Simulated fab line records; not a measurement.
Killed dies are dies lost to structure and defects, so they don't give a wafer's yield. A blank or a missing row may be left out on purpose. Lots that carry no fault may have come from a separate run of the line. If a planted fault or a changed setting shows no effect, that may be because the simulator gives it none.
Chamber matching	flow n5_finfet	4 sister chambers for N5_BEOL_M0_CUTY_DESCUM_61 on rie_diel-01
The step chemistry O2, time 7.9 s. 22 wafers are shown with their chamber, then 11 later ones without.

== WAFERS WITH THEIR CHAMBER ==
wafer	chamber	drypump_motor_current_A (A)	showerhead_plenum_p_Torr (Torr)	throttle_valve_pct (%)
L080.1	2	5.1	2.20	20.70
L080.2	0	5.6	2.07	20.63
L080.3	3	6.5	2.23	20.16
L080.4	0	5.6	2.07	20.63
L080.5	3	6.5	2.23	20.16
L080.6	2	5.1	2.20	20.70
L083.1	0	5.6	2.07	20.65
L083.2	3	6.6	2.22	20.18
L083.3	2	5.1	2.19	20.71
L085.1	0	5.6	2.07	20.65
L085.4	3	6.5	2.22	20.19
L085.5	2	5.2	2.19	20.70
L089.2	2	5.1	2.19	20.71
L089.3	3	6.5	2.22	20.20
L089.5	0	5.6	2.07	20.66
L090.2	1	5.8	2.05	20.26
L090.3	2	5.1	2.19	20.71
L090.4	0	5.6	2.07	20.66
L091.3	0	5.6	2.07	20.66
L091.4	3	6.5	2.22	20.21
L091.6	0	5.6	2.07	20.68
L093.4	0	5.6	2.06	20.67

SIGNATURES (means of the wafers above)
reading	chamber 0	chamber 1	chamber 2	chamber 3	scatter within a chamber
drypump_motor_current_A	5.600	5.800	5.117	6.517	0.0304
showerhead_plenum_p_Torr	2.0689	2.0500	2.1933	2.2233	0.00444
throttle_valve_pct	20.6544	20.2600	20.7050	20.1833	0.0158
Rule: a wafer lies at a distance from a chamber equal to the root of the sum of squares, over the readings, of (its reading less the chamber's mean, divided by the reading's scatter). The wafer belongs to the nearest chamber; if the next one is less than 2 further off, it can't be placed. The scatter: take each reading less its chamber's mean, square it, sum over the shown wafers, divide by the number of wafers less the number of chambers, and take the root.

== WAFERS MISSING THEIR CHAMBER ==
wafer	drypump_motor_current_A (A)	showerhead_plenum_p_Torr (Torr)	throttle_valve_pct (%)
L093.5	5.6	2.06	20.65
L093.6	6.6	2.22	20.19
L095.1	6.5	2.21	20.21
L095.4	5.1	2.19	20.74
L095.5	6.5	2.21	20.22
L096.1	5.1	2.18	20.75
L096.2	5.8	2.05	20.28
L096.3	5.6	2.06	20.67
L096.4	6.5	2.21	20.22
L096.5	5.1	2.18	20.73
L096.6	5.7	2.05	20.29

== WHICH CHAMBER EACH WENT THROUGH ==
wafer	from the rows above	in truth
L093.5	0	0
L093.6	3	3
L095.1	3	3
L095.4	2	2
L095.5	3	3
L096.1	2	2
L096.2	1	1
L096.3	0	0
L096.4	3	3
L096.5	2	2
L096.6	1	1
11 of 11 placed correctly. Not placeable from these rows: 0. Number placed wrongly: 0.
